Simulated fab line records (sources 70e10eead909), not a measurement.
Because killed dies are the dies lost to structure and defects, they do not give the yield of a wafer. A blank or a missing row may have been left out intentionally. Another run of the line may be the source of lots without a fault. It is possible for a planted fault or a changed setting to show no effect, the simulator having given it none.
What tool caused it?	flow nandHarc	Sampling: 24 lots, 72 wafers, 5 of 1159 route steps

== WHAT EACH GAUGE READ, for each wafer ==
NHARC_A_ONON_D1_THK_MEAS_34: measures by ellipsometry. Usual: thkNm 200.4 nm, standard deviation 2.9.
lot	measured	on	thkNm (nm)	flag
L075	day 10 18:17	filmMetro-01	196.9 197.6 201.2	
L077	day 10 17:40	filmMetro-02	202.2 204.5 207.3	
L076	day 10 18:17	filmMetro-01	196.4 197.3 202.0	
L074	day 10 17:38	filmMetro-01	195.4 201.5 200.5	
L078	day 10 17:56	filmMetro-02	200.3 199.6 204.6	
L081	day 11 05:18	filmMetro-02	201.3 199.7 203.4	
L080	day 11 06:20	filmMetro-02	205.9 201.7 205.4	
L079	day 11 05:39	filmMetro-02	201.9 206.4 205.4	
L082	day 11 06:22	filmMetro-01	197.6 196.4 198.3	
L083	day 11 11:10	filmMetro-02	197.1 196.0 201.6	
L084	day 11 11:04	filmMetro-01	204.3 203.6 201.3	
L086	day 11 16:22	filmMetro-01	197.0 196.2 199.5	
L085	day 11 16:20	filmMetro-02	196.9 198.3 207.6	
L087	day 11 16:05	filmMetro-02	198.2 200.5 203.5	
L088	day 12 00:16	filmMetro-02	198.8 197.0 202.4	
L089	day 12 00:15	filmMetro-01	194.4 202.3 197.1	
L090	day 12 00:37	filmMetro-01	196.1 196.6 203.3	
L092	day 12 00:23	filmMetro-02	197.3 200.0 198.8	
L091	day 12 05:35	filmMetro-02	203.4 204.6 201.9	
L093	day 12 16:05	filmMetro-02	200.1 199.5 202.7	
L094	day 12 21:52	filmMetro-01	198.1 199.8 201.4	
L095	day 12 21:59	filmMetro-02	195.3 196.0 198.6	
L097	day 13 14:19	filmMetro-02	198.9 199.6 200.7	
L096	day 13 14:17	filmMetro-02	198.4 203.3 201.3	

== WHAT TOOL EACH LOT RAN ON (gives the tool, then ch and the chambers of the sampled wafers, and finally the start) ==
lot	NHARC_P_M0_STRIP_18	NHARC_P_M0_PRE_CLEAN_31	NHARC_P_M2_ETCH_28	NHARC_A_ZERO_WELL_DESCUM_12
L075	rieDiel-03 ch 2,3, day 8 07:38	pecvd-04 ch 0,2, day 8 09:50	rieDiel-07 ch 0,1, day 9 01:21 or earlier	rieDiel-03 ch 2,3, day 9 01:21
L077	rieDiel-09 ch 0,1, day 8 07:55	pecvd-01 ch 0,1,2, day 8 10:09	rieDiel-07 ch 1,2,3, day 9 01:56 or earlier	rieDiel-08 ch 1,3, day 9 01:56
L076	rieDiel-09 ch 0,1,3, day 8 08:30	pecvd-01 ch 0,1, day 8 11:20	rieDiel-07 ch 1,3, day 9 02:51 or earlier	rieDiel-03 ch 1,2, day 9 02:51
L074	rieDiel-03 ch 1,2,3, day 8 11:37	pecvd-04 ch 0,2, day 8 13:56	rieDiel-07 ch 0,1,2, day 9 04:23 or earlier	rieDiel-08 ch 0,3, day 9 04:23
L078	rieDiel-03 ch 0,2,3, day 8 12:26	pecvd-02 ch 0,1,2, day 8 14:49	rieDiel-06 ch 0,2, day 9 05:20 or earlier	rieDiel-03 ch 0,1,2, day 9 05:20
L081	rieDiel-08 ch 0,2, day 8 21:21	pecvd-02 ch 0,1,2, day 8 23:37	rieDiel-07 ch 0,1,3, day 9 13:53 or earlier	rieDiel-03 ch 0,2, day 9 13:53
L080	rieDiel-03 ch 1,2,3, day 8 22:50	pecvd-04 ch 0,1,2, day 9 01:31	rieDiel-04 ch 1,2,3, day 9 15:43 or earlier	rieDiel-03 ch 1,2,3, day 9 15:43
L079	rieDiel-08 ch 0,1,2, day 8 23:07	pecvd-04 ch 0,1,2, day 9 01:52	rieDiel-06 ch 2,3, day 9 18:32 or earlier	rieDiel-03 ch 0,1,2, day 9 18:32
L082	rieDiel-09 ch 1,3, day 9 03:34	pecvd-01 ch 0,1,2, day 9 05:55	rieDiel-07 ch 1,2, day 9 20:39 or earlier	rieDiel-12 ch 0,2, day 9 20:39
L083	rieDiel-08 ch 0,2, day 9 05:20	pecvd-01 ch 0,1,2, day 9 07:29	rieDiel-07 ch 0,2, day 9 22:39 or earlier	rieDiel-12 ch 0,1, day 9 22:39
L084	rieDiel-08 ch 1,2,3, day 9 07:43	pecvd-02 ch 0,1,2, day 9 09:57	rieDiel-06 ch 1,2, day 10 00:47 or earlier	rieDiel-12 ch 0,1,2, day 10 00:47
L086	rieDiel-03 ch 0,1,2, day 9 09:08	pecvd-01 ch 0,1,2, day 9 12:17	rieDiel-07 ch 0,1, day 10 02:43 or earlier	rieDiel-12 ch 0,1,3, day 10 02:43
L085	rieDiel-09 ch 1,2,3, day 9 09:32	pecvd-02 ch 0,1,2, day 9 13:30	rieDiel-07 ch 0,2,3, day 10 04:02 or earlier	rieDiel-12 ch 0,1,2, day 10 04:02
L087	rieDiel-03 ch 1,3, day 9 10:26	pecvd-01 ch 0,1,2, day 9 13:34	rieDiel-07 ch 0,1,2, day 10 04:18 or earlier	rieDiel-08 ch 1,2,3, day 10 04:18
L088	rieDiel-09 ch 0,2,3, day 9 18:50	pecvd-01 ch 1,2, day 9 21:03	rieDiel-04 ch 0,1,2, day 10 11:44 or earlier	rieDiel-12 ch 0,1,2, day 10 11:44
L089	rieDiel-08 ch 1,3, day 9 22:08	pecvd-01 ch 0,1, day 10 00:38	rieDiel-07 ch 1,2,3, day 10 15:38 or earlier	rieDiel-12 ch 0,2,3, day 10 15:38
L090	rieDiel-03 ch 1,2, day 9 22:39	pecvd-04 ch 0,2, day 10 00:58	rieDiel-07 ch 0,1, day 10 16:05 or earlier	rieDiel-08 ch 0,1, day 10 16:05
L092	rieDiel-08 ch 0,2, day 10 01:59	pecvd-02 ch 0,1,2, day 10 04:11	rieDiel-06 ch 2,3, day 10 18:21 or earlier	rieDiel-08 ch 0,1,3, day 10 18:21
L091	rieDiel-08 ch 2,3, day 10 02:34	pecvd-04 ch 0,1,2, day 10 04:47	rieDiel-06 ch 2,3, day 10 19:18 or earlier	rieDiel-08 ch 0,3, day 10 19:18
L093	rieDiel-03 ch 0,3, day 10 11:23	pecvd-02 ch 0,2, day 10 13:35	rieDiel-04 ch 1,2, day 11 03:36 or earlier	rieDiel-03 ch 0,2, day 11 03:36
L094	rieDiel-08 ch 1,3, day 10 16:31	pecvd-01 ch 0,2, day 10 18:41	rieDiel-07 ch 0,3, day 11 09:01 or earlier	rieDiel-03 ch 0,1, day 11 09:01
L095	rieDiel-08 ch 2,3, day 10 16:54	pecvd-01 ch 0,1,2, day 10 19:20	rieDiel-07 ch 0,2, day 11 09:51 or earlier	rieDiel-08 ch 1,3, day 11 09:51
L097	rieDiel-03 ch 0,3, day 11 07:32	pecvd-02 ch 1,2, day 11 09:44	rieDiel-07 ch 0,1, day 12 00:19 or earlier	rieDiel-08 ch 0,2,3, day 12 00:19
L096	rieDiel-03 ch 0,1,2, day 11 08:16	pecvd-01 ch 0,1,2, day 11 10:25	rieDiel-06 ch 0,2,3, day 12 00:56 or earlier	rieDiel-03 ch 0,1,3, day 12 00:56
- NHARC_P_M0_STRIP_18: strips in N2/H2.
- NHARC_P_M0_PRE_CLEAN_31: time 12 s.
- NHARC_P_M2_ETCH_28: etches the open film in CF4/N2, target depth 30 nm, time 72.99 s.
- NHARC_A_ZERO_WELL_DESCUM_12: chemistry O2, time 3 s.

== WHAT THE TOOLS THEMSELVES READ (means of the sampled wafers that have a number; where no wafer has one, the mark that the record gives instead) ==
NHARC_P_M0_STRIP_18. Usual: drypumpMotorCurrentA 5.7 A, standard deviation 0.63; oesProductAu 0.998 a.u., standard deviation 0.0098; rfVppV 90.8 V, standard deviation 0.98; showerheadPlenumPTorr 2.06 Torr, standard deviation 0.092; throttleValvePct 14.171 %, standard deviation 0.0089.
lot	tool	drypumpMotorCurrentA (A)	oesProductAu (a.u.)	rfVppV (V)	showerheadPlenumPTorr (Torr)	throttleValvePct (%)	flag
L075	rieDiel-03	6.2	0.989	90.2	2.09	14.180	
L077	rieDiel-09	6.2	0.990	90.5	2.05	14.170	
L076	rieDiel-09	5.9	1.002	90.8	2.05	14.167	
L074	rieDiel-03	6.0	0.999	90.1	2.02	14.173	
L078	rieDiel-03	5.5	0.995	91.1	2.09	14.168	
L081	rieDiel-08	5.6	0.999	91.0	2.05	14.177	
L080	rieDiel-03	6.0	0.999	90.6	2.02	14.173	
L079	rieDiel-08	5.6	0.999	90.3	2.07	14.163	
L082	rieDiel-09	5.9	0.993	91.7	2.11	14.168	
L083	rieDiel-08	5.7	0.996	90.9	2.01	14.177	
L084	rieDiel-08	5.7	1.008	90.4	2.04	14.162	
L086	rieDiel-03	5.9	0.996	91.3	2.10	14.174	
L085	rieDiel-09	5.6	0.992	91.4	2.08	14.171	
L087	rieDiel-03	5.4	1.006	89.9	1.95	14.170	
L088	rieDiel-09	5.5	0.999	89.7	2.02	14.169	
L089	rieDiel-08	5.5	1.003	91.0	2.11	14.175	
L090	rieDiel-03	6.4	1.000	89.6	2.03	14.179	
L092	rieDiel-08	5.6	1.000	90.8	2.04	14.168	
L091	rieDiel-08	5.8	1.000	91.1	1.98	14.170	
L093	rieDiel-03	4.9	1.002	90.4	2.02	14.168	
L094	rieDiel-08	5.6	0.995	90.5	2.05	14.167	
L095	rieDiel-08	5.9	0.996	90.5	1.98	14.166	
L097	rieDiel-03	4.8	1.005	91.3	2.09	14.179	
L096	rieDiel-03	5.9	1.002	92.2	2.10	14.177	

NHARC_P_M0_PRE_CLEAN_31. Usual: heaterPowerW 632 W, standard deviation 70.
lot	tool	heaterPowerW (W)	flag
L075	pecvd-04	574	
L077	pecvd-01	644	
L076	pecvd-01	602	
L074	pecvd-04	641	
L078	pecvd-02	638	
L081	pecvd-02	634	
L080	pecvd-04	548	
L079	pecvd-04	594	
L082	pecvd-01	658	
L083	pecvd-01	658	
L084	pecvd-02	678	
L086	pecvd-01	644	
L085	pecvd-02	639	
L087	pecvd-01	659	
L088	pecvd-01	665	
L089	pecvd-01	586	
L090	pecvd-04	558	
L092	pecvd-02	665	
L091	pecvd-04	555	
L093	pecvd-02	679	
L094	pecvd-01	668	
L095	pecvd-01	660	
L097	pecvd-02	679	
L096	pecvd-01	637	

NHARC_P_M2_ETCH_28. Usual: drypumpMotorCurrentA 5.5 A, standard deviation 0.54; oesProductAu 0.999 a.u., standard deviation 0.01; rfVppV 315.5 V, standard deviation 1.7; showerheadPlenumPTorr 2.71 Torr, standard deviation 0.087; throttleValvePct 19.795 %, standard deviation 0.0086.
lot	tool	drypumpMotorCurrentA (A)	oesProductAu (a.u.)	rfVppV (V)	showerheadPlenumPTorr (Torr)	throttleValvePct (%)	flag
L075	rieDiel-07	5.1	0.994	315.7	2.70	19.794	
L077	rieDiel-07	5.6	0.988	316.9	2.75	19.787	
L076	rieDiel-07	5.6	0.994	316.0	2.72	19.806	
L074	rieDiel-07	5.2	0.993	316.4	2.72	19.791	
L078	rieDiel-06	5.8	1.008	312.8	2.56	19.797	
L081	rieDiel-07	5.5	1.008	315.6	2.73	19.798	
L080	rieDiel-04	5.6	1.005	316.3	2.73	19.787	
L079	rieDiel-06	5.7	1.006	314.6	2.66	19.794	
L082	rieDiel-07	5.2	0.991	315.7	2.73	19.797	
L083	rieDiel-07	5.1	0.999	315.3	2.73	19.801	
L084	rieDiel-06	5.2	1.001	313.4	2.59	19.785	
L086	rieDiel-07	5.2	1.002	315.1	2.69	19.797	
L085	rieDiel-07	5.5	0.987	316.0	2.76	19.798	
L087	rieDiel-07	5.2	0.986	315.6	2.72	19.789	
L088	rieDiel-04	6.1	1.001	313.9	2.63	19.799	
L089	rieDiel-07	5.6	0.997	316.2	2.75	19.799	
L090	rieDiel-07	5.2	0.996	314.7	2.69	19.796	
L092	rieDiel-06	5.7	1.005	314.6	2.66	19.779	
L091	rieDiel-06	5.7	1.001	314.5	2.66	19.791	
L093	rieDiel-04	6.1	1.005	315.1	2.67	19.788	
L094	rieDiel-07	5.8	0.999	315.9	2.77	19.789	
L095	rieDiel-07	5.1	1.007	315.7	2.73	19.786	
L097	rieDiel-07	5.2	1.006	314.9	2.69	19.795	
L096	rieDiel-06	6.0	1.002	314.2	2.64	19.795	

NHARC_A_ZERO_WELL_DESCUM_12. Usual: drypumpMotorCurrentA 5.7 A, standard deviation 0.58; oesProductAu 0.999 a.u., standard deviation 0.0085; rfVppV 57.9 V, standard deviation 0.85; showerheadPlenumPTorr 1.93 Torr, standard deviation 0.085; throttleValvePct 11.311 %, standard deviation 0.0092.
lot	tool	drypumpMotorCurrentA (A)	oesProductAu (a.u.)	rfVppV (V)	showerheadPlenumPTorr (Torr)	throttleValvePct (%)	flag
L075	rieDiel-03	6.2	0.987	58.6	1.96	11.305	
L077	rieDiel-08	5.7	1.009	57.0	1.93	11.312	
L076	rieDiel-03	6.6	0.990	57.9	1.96	11.321	
L074	rieDiel-08	5.6	0.995	57.9	1.93	11.309	
L078	rieDiel-03	5.9	0.992	58.0	1.97	11.316	
L081	rieDiel-03	5.4	0.989	58.0	2.03	11.310	
L080	rieDiel-03	6.0	0.997	57.2	1.90	11.308	
L079	rieDiel-03	5.9	0.996	58.4	1.97	11.300	
L082	rieDiel-12	5.4	0.993	57.8	1.86	11.304	
L083	rieDiel-12	6.1	0.995	57.9	1.93	11.310	
L084	rieDiel-12	5.7	0.993	58.1	1.89	11.308	
L086	rieDiel-12	5.9	0.999	58.9	1.96	11.313	
L085	rieDiel-12	5.7	0.995	57.2	1.89	11.305	
L087	rieDiel-08	5.7	0.999	58.9	1.92	11.315	
L088	rieDiel-12	5.7	0.993	58.3	1.89	11.309	
L089	rieDiel-12	5.5	1.002	57.5	1.92	11.303	
L090	rieDiel-08	5.4	0.997	57.3	2.00	11.309	
L092	rieDiel-08	5.6	0.998	57.5	1.95	11.315	
L091	rieDiel-08	5.8	0.995	57.7	1.90	11.315	
L093	rieDiel-03	5.4	1.009	58.4	2.03	11.308	
L094	rieDiel-03	5.6	1.008	58.0	1.90	11.313	
L095	rieDiel-08	5.7	1.004	57.5	1.93	11.312	
L097	rieDiel-08	5.7	0.998	57.5	1.89	11.317	
L096	rieDiel-03	5.3	1.006	57.6	1.90	11.310	

== THE ANSWER, worked out from the rows above alone ==
Rule: take the mean of a lot's wafers that have a number; if it is more than 3 standard deviations from the usual mean, the lot is off. Also off: a lot with no number at a reading for which 4 or more lots have one. The other lots that the step has rows for count as sound. Order of review: gauges by route order, followed by the tools' own readings, for which a lot's mean as printed above is used. The first step at which some lot is off is used, and at that step the reading that is off furthest; a lot without a number counts as furthest.
No lot is off at any reading shown: from this, nothing can be told.

== WHAT THE SIMULATOR PUT IN ==
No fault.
